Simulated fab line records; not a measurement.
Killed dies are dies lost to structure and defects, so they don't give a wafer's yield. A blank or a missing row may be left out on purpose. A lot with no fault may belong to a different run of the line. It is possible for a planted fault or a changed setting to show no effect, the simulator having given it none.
fab line records	flow n5-finfet
record: lots: 3	wafers: 8	last-day: 16
route steps=1938 shown BEOL_M4@1099 BEOL_M5@1112 BEOL_M7@1320 BEOL_M15@1830 PASSIVATION@1936
lots with no fault: from the same line, run without faults
start-h: hours from the record's first day to the start of the lot's first wafer shown	wait-h: hours elapsed since this lot's preceding step	" as in the row above	L1.1+2: a row that stands for several wafers	- no value present, or no start provided	* or withheld: withheld	< > ~ a bound
route shown NAME@n: NAME is a module with steps in the file, n the number in the route of the first one	usual: mean/standard deviation taken from wafers without a fault	same: alike in all rows	chamber/n: place in a boat	sites: readings site by site	_std_site: how widely they spread, as a standard deviation	_edge_site: the outer-site mean with the inner-site mean subtracted	radius-mm: how far each site lies from the wafer's centre	mask NAME#n: copy n	behind: the tool/chamber that last shaped the wafer	hold: cause of the lot's hold/its duration in hours/its outcome	device: transistor that didn't switch, given as n, p or np	end of line: tests of these same wafers at the route's end	a step with no rows: only its recipe	killed: dies lost to structure and defects at the first sort, not the wafer's yield	map: a wafer's dies, marking killed ones x, the rest . and places with no die _
set.NAME: the setting that was run; set.NAME@STEP: the one run at that earlier step	model.NAME: the simulator's own value behind a step, which no gauge read
lots seen at some steps along the route; tables by step, rows by wafer
services: the hour from which a tool's chamber was out of use, counted from the record's first day as start-h (under 0 if before that day), plus the number of hours and why
== steps ==
step: N5_BEOL_M4_ANNEAL_95
recipe: temp-c: 400	time-s: 240	ambient: vacuum
step: N5_BEOL_M4_SPUTTER_96
recipe: material: Cu	target-thk-a: 45	temp-c: -20	chamber-pressure-pa: 0.07	power-w: withheld	time-s: 8.29
step: N5_BEOL_M4_ECD_50
recipe: material: Cu	target-thk-a: 3000
step: N5_BEOL_M4_ANNEAL_51
recipe: temp-c: 225	time-s: 90	ambient: N2
step: N5_BEOL_M4_CMP_52
recipe: stop-on: SiOC	t-overpolish-s: 6.8	down-force-psi: 1	platen-rpm: 50	clearing-platen-down-force-psi: 1.5	clearing-platen-rpm: 50	post-cmp-clean: cu-alkaline	target-thk-nm: 40	clearing-platen-pad-velocity-m-s: 0.99484	pad-velocity-m-s: 0.99484
step: N5_BEOL_M4_PRE_CLEAN_60
recipe: gas: NH3/H2	time-s: 15	temp-c: *	rf-power-w: 300
step: N5_BEOL_M4_CO_CAP_55
recipe: material: Co	target-thk-a: 20	temp-c: 200	precursor: CCTBA/H2	pressure-torr: 30	time-s: 102.1
step: N5_BEOL_M4_PRE_CLEAN_56
recipe: gas: NH3	time-s: 15	temp-c: withheld	rf-power-w: 300
step: N5_BEOL_M4_DEP_57
recipe: material: SiCN	target-thk-a: 80	temp-c: withheld	precursor: 3MS/NH3	pressure-torr: 3	rf-w: 202	time-s: 14
step: N5_BEOL_M4_RC_MEAS_101
usual: DIBL_N: 36.0/2	DIBL_P: 35.9/2.5	IOFF_N: 0.16/0.038	IOFF_P: 0.21/0.04	ION_N: 675/14	ION_P: 462/9.4	SS_N: 71.5/0.75	SS_P: 73.2/0.74	VT_N: 250/3.9	VT_P: -251/3.2
lot.wafer	tool	chamber	start-h	wait-h	DIBL_N[mV/V]	DIBL_P[mV/V]	IOFF_N[nA/um]	IOFF_P[nA/um]	ION_N[uA/um]	ION_P[uA/um]	SS_N[mV/dec]	SS_P[mV/dec]	VT_N[mV]	VT_P[mV]
L297.1	prober-02	0	199.85	0.0	36.3	36.2	0.17	0.21	686	462	71.1	73.6	248	-251
L297.4	"	0	"	"	35.0	35.9	0.14	0.20	672	462	71.0	73.0	252	-249
L297.5	"	0	"	"	36.6	36.7	0.18	0.23	703	480	71.3	73.7	249	-248
L305.2	prober-02	0	268.32	0.2	36.9	36.9	0.18	0.22	697	472	71.6	73.8	246	-252
L305.3	"	0	"	"	32.7	33.5	0.11	0.17	658	455	71.0	72.2	254	-252
L305.4	"	0	"	"	35.4	36.4	0.16	0.22	678	463	71.3	73.5	250	-251
L307.1	prober-01	0	272.02	0.0	38.9	39.8	0.22	0.27	684	464	73.3	74.5	247	-247
L307.3	"	0	"	"	38.0	39.2	0.19	0.26	668	462	72.7	74.7	249	-245
step: N5_BEOL_M5_ILD_DEP_00
recipe: material: SiCOH_lowk	target-thk-a: 1406.4	temp-c: 300	precursor: DEMS/porogen	pressure-torr: 5	rf-w: 500	time-s: 25.9
step: N5_BEOL_M5_CURE_79
recipe: temp-c: 385	time-s: 240	ambient: He/Ar	material: SiCOH_lowk
step: N5_BEOL_M5_PECVD_70
recipe: material: SiO2	target-thk-a: 160	temp-c: 400	precursor: TEOS/O2	pressure-torr: 5.5	rf-w: 450	teos-flow-sccm: 53.8	gas: O2	flow-sccm: 3000	time-s: 18
step: N5_BEOL_M5_HM_DEP_02
recipe: material: TiN	target-thk-a: 200	temp-c: 25	chamber-pressure-pa: 0.49996
step: N5_BEOL_M5_COAT_59
recipe: resist: SOC	temp-c: 250	time-s: 60	spin-rpm: 1500	resist-thk-nm: 60
step: N5_BEOL_M5_COAT_60
recipe: resist: SiARC	temp-c: 220	time-s: 60	spin-rpm: 1500	resist-thk-nm: 12
step: N5_BEOL_M5_COAT_71
recipe: resist: underlayer	temp-c: 205	time-s: 60	spin-rpm: 1500	resist-thk-nm: 5
step: N5_BEOL_M5_COAT_05
recipe: resist: CAR-EUV	spin-rpm: 1500	resist-thk-nm: 30
step: N5_BEOL_M5_EBR_07
recipe: solvent: PGMEA	ebr-width-mm: 1.5
step: N5_BEOL_M5_SOFTBAKE_06
recipe: temp-c: 110	time-s: 60	resist: CAR-EUV
step: N5_BEOL_M5_EXPOSE_08
recipe: mask-id: M5	na: 0.33	source-shape: annular	sigma-inner: 0.4	sigma-outer: 0.8	polarization: unpolarized	target-cd-nm: 28	dose-mj: 35.75
step: N5_BEOL_M5_PEB_09
recipe: peb-temp-c: 100	peb-time-s: 60	resist: CAR-EUV
step: N5_BEOL_M5_DEVELOP_10
recipe: develop-time-s: 30	developer: TMAH	resist: CAR-EUV	rinse-liquid: surfactant-rinse	dry: air-spin	dev-temp-c: 23
step: N5_BEOL_M5_DESCUM_16
recipe: chemistry: O2	time-s: 7	source-power-w: 50	bias-power-w: 20	pressure-mtorr: 20	rf-frequency-hz: 2.712e+07	temp-c: 40	resist: CAR-EUV	o2-flow-sccm: 225
step: N5_BEOL_M5_ETCH_72
recipe: chemistry: N2/H2	target: underlayer	target-depth-a: 65	mask-material: CAR-EUV	time-s: 5.2	ion-energy-ev: 200	pressure-mtorr: 30	source-w: 840	bias-w: 150	n2-flow-sccm: 200	h2-flow-sccm: 200	ends: cleared
step: N5_BEOL_M5_ETCH_61
recipe: chemistry: CF4	target: SiARC	target-depth-a: 156	mask-material: CAR-EUV	time-s: 26	ion-energy-ev: 80	pressure-mtorr: 40	source-w: 545	bias-w: 36	Ar_flow_sccm: 100	cf4-flow-sccm: 100	ends: cleared
step: N5_BEOL_M5_ETCH_62
recipe: chemistry: N2/H2	target: SOC	target-depth-a: 750	overetch-a: 150	mask-material: SiARC	temp-c: 40	time-s: 112.5	ion-energy-ev: 200	pressure-mtorr: 30	source-w: 840	bias-w: 150	n2-flow-sccm: 200	h2-flow-sccm: 200
step: N5_BEOL_M5_STRIP_63
recipe: chemistry: N2/H2	temp-c: 40	n2-flow-sccm: 200	h2-flow-sccm: 200	rf-frequency-hz: 6e+07
step: N5_BEOL_M5_STRIP_73
recipe: chemistry: N2/H2	temp-c: 40	n2-flow-sccm: 200	h2-flow-sccm: 200	rf-frequency-hz: 6e+07
step: N5_BEOL_M5_STRIP_64
recipe: chemistry: CF4	resist: SiARC	power-w: 300	bias-power-w: 75	pressure-mtorr: 50	cf4-flow-sccm: 150	rf-frequency-hz: 6e+07
step: N5_BEOL_M5_HM_OPEN_17
recipe: chemistry: Cl2/BCl3	target-depth-a: 200	overetch-a: 60	target: TiN	mask-material: SOC	ion-energy-ev: 150	pressure-mtorr: 10	icp-w: 1000	bias-w: 126	Cl2_flow_sccm: 53.25	bcl3-flow-sccm: 21.75	Ar_flow_sccm: 25
step: N5_BEOL_M5_STRIP_19
recipe: chemistry: O2	power-w: 400	temp-c: 40	pressure-mtorr: 30	rf-frequency-hz: 6e+07	bias-power-w: 0	overash-fraction: 0.2	o2-flow-sccm: 225
step: N5_BEOL_M5_COAT_65
recipe: resist: SOC	temp-c: 250	time-s: 60	spin-rpm: 1500	resist-thk-nm: 60
step: N5_BEOL_M5_COAT_66
recipe: resist: SiARC	temp-c: 220	time-s: 60	spin-rpm: 1500	resist-thk-nm: 12
step: N5_BEOL_M7_ALD_77
recipe: material: TaN	target-thk-a: 20	temp-c: 275	ald-precursor-family: PDMAT	ald-co-reactant: NH3	pressure-torr: 3	carrier-flow-sccm: 1500	pulse-time-s: 2	purge-time-s: 3	co-reactant-purge-time-s: 2	co-reactant-pulse-time-s: 3	ald-cycles: 40	precursor-vessel-temp-c: 75	precursor-vessel-pressure-torr: 26.25	precursor-vessel-carrier-sccm: 1000
usual: ald-cycles: 40/0	heater-power-w: 421/24	susceptor-temp-C: 275.01/0.19
same: co-reactant-purge-time-s: 2
lot.wafer	tool	chamber	start-h	wait-h	ald-cycles	heater-power-w	susceptor-temp-C	model.TaN_of_BEOL_M7_ALD_77.thk-nm
L297.1	ald-metal-04	2	225.08	0.1	40	367	274.94	2
L297.4	"	3	"	"	40	438	274.84	2
L297.5	"	2	"	"	40	350	274.98	2
L305.2	ald-metal-04	1	294.89	0.1	28	406	-	1.4
L305.3	"	2	"	"	28	370	-	1.4
L305.4	"	0	"	"	28	411	-	1.4
L307.1	ald-metal-02	0	296.99	0.0	40	475	275.01	2
L307.3	"	2	"	"	40	448	275.09	2
step: N5_BEOL_M15_RC_MEAS_101
usual: COMB_M10: 1.6e-11/3e-12	COMB_M10_max_site: 2.2e-11/5e-12	COMB_M11: 1.6e-11/3.2e-12	COMB_M12: 7.3e-12/1.3e-12	COMB_M13: 5.8e-12/1.1e-12	COMB_M14: 4.7e-12/8.9e-13	COMB_M15: 3.5e-12/6.2e-13	COMB_M5: 3.8e-11/7.7e-12	COMB_M6: 2.6e-11/4.8e-12	COMB_M7: 2.7e-11/5e-12	COMB_M7_max_site: 3.8e-11/8.2e-12	COMB_M8: 2.7e-11/5.6e-12	COMB_M8_max_site: 3.8e-11/8.7e-12	COMB_M9: 1.6e-11/2.6e-12	SERP_M10: 3.05/0.12	SERP_M11: 3.04/0.11	SERP_M11_max_site: 3.13/0.11	SERP_M12: 0.637/0.023	SERP_M13: 0.306/0.01	SERP_M14: 0.161/0.0057	SERP_M5: 38.7/2.1	SERP_M6: 13.7/0.79	SERP_M6_max_site: 14.3/0.84	SERP_M7: 13.9/0.65	SERP_M8: 13.9/0.85	SERP_M9: 3.08/0.11
lot.wafer	tool	chamber	start-h	wait-h	COMB_M10[S/m]	COMB_M10_max_site[S/m]	COMB_M11[S/m]	COMB_M12[S/m]	COMB_M13[S/m]	COMB_M14[S/m]	COMB_M15[S/m]	COMB_M5[S/m]	COMB_M6[S/m]	COMB_M7[S/m]	COMB_M7_max_site[S/m]	COMB_M8[S/m]	COMB_M8_max_site[S/m]	COMB_M9[S/m]	SERP_M10[ohm/um]	SERP_M11[ohm/um]	SERP_M11_max_site[ohm/um]	SERP_M12[ohm/um]	SERP_M13[ohm/um]	SERP_M14[ohm/um]	SERP_M5[ohm/um]	SERP_M6[ohm/um]	SERP_M6_max_site[ohm/um]	SERP_M7[ohm/um]	SERP_M8[ohm/um]	SERP_M9[ohm/um]
L297.1	prober-02	0	281.88	0.0	1.9e-11	2.4e-11	2.3e-11	7.7e-12	7.3e-12	6.1e-12	3.9e-12	2.7e-11	3.9e-11	2.7e-11	3.6e-11	2.8e-11	4.4e-11	1.56e-11	3.20	3.04	3.11	0.650	0.311	0.170	36.8	14.8	15.2	13.5	14.0	3.07
L297.4	"	0	"	"	1.4e-11	1.6e-11	1.2e-11	8.5e-12	4.1e-12	3.7e-12	2.8e-12	3.8e-11	3.3e-11	2.4e-11	3.8e-11	3e-11	5.1e-11	1.38e-11	3.06	2.80	2.93	0.649	0.314	0.167	35.1	12.9	14.0	13.5	15.7	3.10
L297.5	"	0	"	"	1.9e-11	2.5e-11	1.7e-11	9.1e-12	5.8e-12	6.6e-12	3e-12	3e-11	2.7e-11	2.9e-11	6.3e-11	2.8e-11	3.8e-11	1.33e-11	2.93	2.96	2.98	0.597	0.322	0.164	38.1	13.4	13.8	13.8	15.2	3.08
L305.2	prober-01	0	349.67	0.2	1.7e-11	2.3e-11	1.4e-11	8.2e-12	5.7e-12	4.7e-12	3.7e-12	2.2e-11	2e-11	6.5e-11	9.3e-11	2.3e-11	3.8e-11	1.32e-11	2.88	2.98	3.02	0.647	0.293	0.168	39.0	15.4	15.7	13.0	14.1	2.95
L305.3	"	0	"	"	1.8e-11	2.2e-11	1.6e-11	8.3e-12	6.3e-12	5e-12	3.5e-12	3.8e-11	2.2e-11	7.8e-11	8.9e-11	2.5e-11	3.7e-11	1.85e-11	3.03	3.08	3.22	0.652	0.313	0.164	42.1	13.9	14.1	12.5	15.3	2.99
L305.4	"	0	"	"	1.9e-11	2.4e-11	1.4e-11	6.9e-12	5.7e-12	7.2e-12	2.9e-12	3.5e-11	1.8e-11	7e-11	8.2e-11	2.5e-11	3.2e-11	1.92e-11	3.15	3.38	3.41	0.643	0.322	0.163	37.6	15.2	15.7	13.2	13.4	2.99
L307.1	prober-02	0	360.56	0.0	1.6e-11	1.9e-11	1.6e-11	7.7e-12	5.1e-12	4.6e-12	2.4e-12	5.8e-11	2.7e-11	2.2e-11	3e-11	2.8e-11	4.4e-11	1.87e-11	2.99	3.10	3.15	0.647	0.327	0.162	39.2	14.4	15.3	13.1	12.5	2.89
L307.3	"	0	"	"	1.7e-11	2.1e-11	1.2e-11	8.8e-12	4.3e-12	4.7e-12	3e-12	3.9e-11	2.1e-11	2.5e-11	3.7e-11	2.5e-11	3.2e-11	1.78e-11	2.84	3.11	3.16	0.644	0.302	0.161	35.6	12.9	13.2	13.7	12.7	2.95
sites COMB_M7 radius-mm=0,75,75,75,75,140,140,140,140
L297.1 2.7e-11 2.1e-11 2.8e-11 2e-11 3e-11 1.9e-11 3.6e-11 2.2e-11 3e-11
L305.2 3.4e-11 7.7e-11 6.5e-11 4.2e-11 7.2e-11 9.3e-11 6.6e-11 4.2e-11 5.2e-11
L307.1 2.3e-11 1.9e-11 2.8e-11 2.2e-11 3e-11 1.8e-11 2e-11 2e-11 2.8e-11
step: N5_PASSIVATION_PROBE_49
usual: defect-limited-yield: 91.3/1.5	killed_at_M0_to_M3: 33/12	killed_at_M4_up: 15/5.2	killed-at-contacts: 12/5.1	killed-at-front-end: 39/11	killed-at-other: 5/3.6	killed-dies: 103/18	killed-open: 67/13	killed-short: 33/7.8	sort_bin_4_leakage: 0/0	sort_bin_5_function: 5.1/0.96	sort_bin_6_memory: 3.2/0.71	sort-n-pass: 1077/18	sort-yield-pct: 91.3/1.5
same: gross-dies: 1180	killed-at-back-side: 0	sort_bin_8_speed[%]: 0
lot.wafer	tool	chamber	start-h	wait-h	defect-limited-yield[%]	killed_at_M0_to_M3	killed_at_M4_up	killed-at-contacts	killed-at-front-end	killed-at-other	killed-dies	killed-open	killed-short	sort_bin_4_leakage[%]	sort_bin_5_function[%]	sort_bin_6_memory[%]	sort-n-pass	sort-yield-pct[%]
L297.1	prober-02	-	297.85	0.0	88.6	60	19	7	34	14	134	87	47	0	6.6	4.4	1046	88.6
L297.4	prober-02	-	298.00	0.2	90.8	32	8	17	42	10	109	62	37	0	5.3	3.3	1071	90.8
L297.5	prober-02	-	298.05	0.2	91.9	31	11	14	29	11	96	69	26	0	4.9	3.1	1084	91.9
L305.2	prober-02	-	364.56	0.1	90.7	31	22	2	53	2	110	73	32	0.42	5.1	3.5	1070	90.7
L305.3	prober-02	-	364.61	0.1	89.8	40	9	8	63	0	120	79	36	0.17	6.3	3.3	1060	89.8
L305.4	prober-02	-	364.66	0.2	89.7	26	11	16	66	3	122	86	33	0.25	7.0	2.7	1058	89.7
L307.1	prober-02	-	378.11	0.0	91.9	22	11	11	47	5	96	70	24	0	4.6	3.4	1084	91.9
L307.3	prober-02	-	378.21	0.1	92.8	23	13	10	35	4	85	59	26	0	4.6	2.5	1095	92.8
killed by level:class
L297.1 BEOL_M0_SAQP:geometric-particle:short=12 BEOL_M2:geometric-particle:open=11 BEOL_M1:geometric-particle:open=10 STI_FIN_REVEAL:geometric-particle:open=8 BEOL_M3:geometric-particle:open=8 BEOL_M4:geometric-particle:open=7 FIN_SAQP:geometric-particle:open=6 PASS1_CAP:geometric-particle:short=6
L297.4 MOL_CONTACT_COAG:geometric-particle:open=13 BEOL_M2:geometric-particle:open=10 FIN_SAQP:geometric-particle:short=9 HKMG_FIN:area-etch=8 BEOL_M1:geometric-particle:short=6 ILD0:geometric-particle:open=5 BEOL_M1:geometric-particle:open=5 ILD0:geometric-particle:short=4
L297.5 MOL_CONTACT_COAG:geometric-particle:open=10 BEOL_M2:geometric-particle:open=8 FIN_SAQP:geometric-particle:open=6 FIN_SAQP:geometric-particle:short=6 BEOL_M1:geometric-particle:open=6 BEOL_M3:geometric-particle:open=6 STI_FIN_REVEAL:geometric-particle:open=5 BEOL_M4:geometric-particle:open=5
L305.2 FIN_SAQP:geometric-particle:open=15 BEOL_M3:geometric-particle:open=11 FIN_SAQP:geometric-particle:short=9 STI_FIN_REVEAL:geometric-particle:open=7 DUMMY_GATE:geometric-particle:open=7 BEOL_M4:geometric-particle:open=7 BEOL_M0_SAQP:geometric-particle:short=5 STARTING-WAFER:geometric-particle:open=5
L305.3 STI_FIN_REVEAL:geometric-particle:open=21 BEOL_M0_SAQP:geometric-particle:open=17 FIN_SAQP:geometric-particle:open=15 FIN_SAQP:geometric-particle:short=10 BEOL_M0_SAQP:geometric-particle:short=10 MOL_CONTACT_COAG:geometric-particle:open=7 BEOL_M3:geometric-particle:open=5 DUMMY_GATE:geometric-particle:open=3
L305.4 STI_FIN_REVEAL:geometric-particle:open=27 MOL_CONTACT_COAG:geometric-particle:open=13 FIN_SAQP:geometric-particle:open=12 FIN_SAQP:geometric-particle:short=8 BEOL_M3:geometric-particle:open=8 BEOL_M0_SAQP:geometric-particle:short=5 STI_FIN_REVEAL:geometric-particle:short=4 BEOL_M3:geometric-particle:short=4
L307.1 MOL_CONTACT_COAG:geometric-particle:open=10 STI_FIN_REVEAL:geometric-particle:open=7 GATE_CUT:geometric-particle:open=6 BEOL_M0_SAQP:geometric-particle:open=6 DUMMY_GATE:geometric-particle:open=5 BEOL_M1:geometric-particle:open=5 FIN_SAQP:geometric-particle:open=4 STI_FIN_REVEAL:geometric-particle:short=4
L307.3 BEOL_M1:geometric-particle:open=11 MOL_CONTACT_COAG:geometric-particle:open=8 GATE_CUT:geometric-particle:open=7 GATE_CUT:geometric-particle:short=6 STI_FIN_REVEAL:geometric-particle:open=5 BEOL_M0_SAQP:geometric-particle:open=5 BEOL_M0_SAQP:geometric-particle:short=4 BEOL_M4:geometric-particle:open=4
map L305.4 (x killed, . not)
_________________.......x....________________
______________x........x...x...._____________
___________..x...x.........x.......__________
__________....x....xx..............._________
________.x.x..........x.............xx_______
_______.....x.......x....x.............______
______....x...........x..x.....xx......._____
_____..............x....x..........x.....____
____.x..x...x.............................___
___....x...........x...x......x.....x......__
___x.x..............x..x...x.......x.......__
__......x.................x................._
__..xx...x..x.....xxxx..............xx......_
_..x..................x......................
_.......xx.........x.......x.x...x.x.........
_.......xx.....xx............x..x............
_..................xx..x....................x
_.........x........x.........................
_.............xx.....xx...............x...x..
_.xx..........x.x.....x................x...x.
_......x.....................................
__..................x.........x........x...._
__......................x..............x.x.._
___.....................x..................__
___...x...x....x...............x...........__
____...x.......x...x......................___
_____.....xx......x........x.............____
______.x...xxx..x.....................x._____
_______x............x..................______
________........x......xx............._______
__________........x...........x....._________
___________..............xx........__________
______________.................._____________
_________________......xx....________________
map L297.1 (x killed, . not)
_________________..........x.________________
______________...........x.x...._____________
___________.....................x..__________
__________..x.................x....._________
________.............................._______
_______....xx.........xx..x......x...x.______
______.......x..x.........x...........x._____
_____..........x...x.....xx.......x......____
____............x........x................___
___..x..x...x....x.........xx.....x........__
___.....x.....x..x................x.x......__
__..................x.x.......x...........x._
__..x............x..............x.x........._
_........x.......x.x.......xx...........x..x.
_......xx..........x.x.................x....x
_.x...x.......x.....x...x...........xx.......
_......x...................x.................
_..........x....x.x.x.....x.x..............x.
_...........x......xx........x...............
_.........x.............x.x..................
_..xx........x..x...........x................
__...x....x.......x...............x........._
__...................xx.....x.........x....._
___xx.......x..x.............x.....x..x....__
___.........x...............x..............__
____......x................x..x.x.........___
_____x...........x.x...x.x.x..........x..____
______.x...x.....x..........x..x........_____
_______..xx............................______
________......xx........x...xx.......x_______
__________....................x...x._________
___________.....x..x.....x.........__________
______________x.x..............._____________
_________________..........x.________________
== services ==
tool	chamber	start-h	hours	kind
ald-metal-02	-	230.35	14.6	pm
ald-metal-02	-	247.86	6.0	pm
ald-metal-04	0	251.33	5.2	repair
ald-metal-02	-	254.19	0.4	repair
ald-metal-02	-	271.66	0.2	repair
== key ==
first-sign: step: N5_BEOL_M7_ALD_77	reading: ald-cycles	direction: down	sigmas: 99+	usual: *	struck: *
effect: step: N5_BEOL_M15_RC_MEAS_101	reading: COMB_M7	direction: up	sigmas: 8.8	usual: 2.7e-11	struck: 7.1e-11
effect: step: N5_PASSIVATION_PROBE_49	reading: sort_bin_4_leakage	direction: up	sigmas: 3.3	usual: 0	struck: 0.28
model-effect: step: N5_BEOL_M7_ALD_77	value: TaN_of_BEOL_M7_ALD_77.thk-nm	without: 2	struck: 1.4
met-at N5_BEOL_M7_ALD_77
struck-wafers L305.2,L305.3,L305.4
onset-between 225.08 294.89
fault: kind: process-parameter-drift	tool: ald-metal-04	chamber: -	onset-h: 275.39	steps: N5_BEOL_M7_ALD_77	channel: ald-cycles	offset: *	shape: step	acts-in: *	stated: *
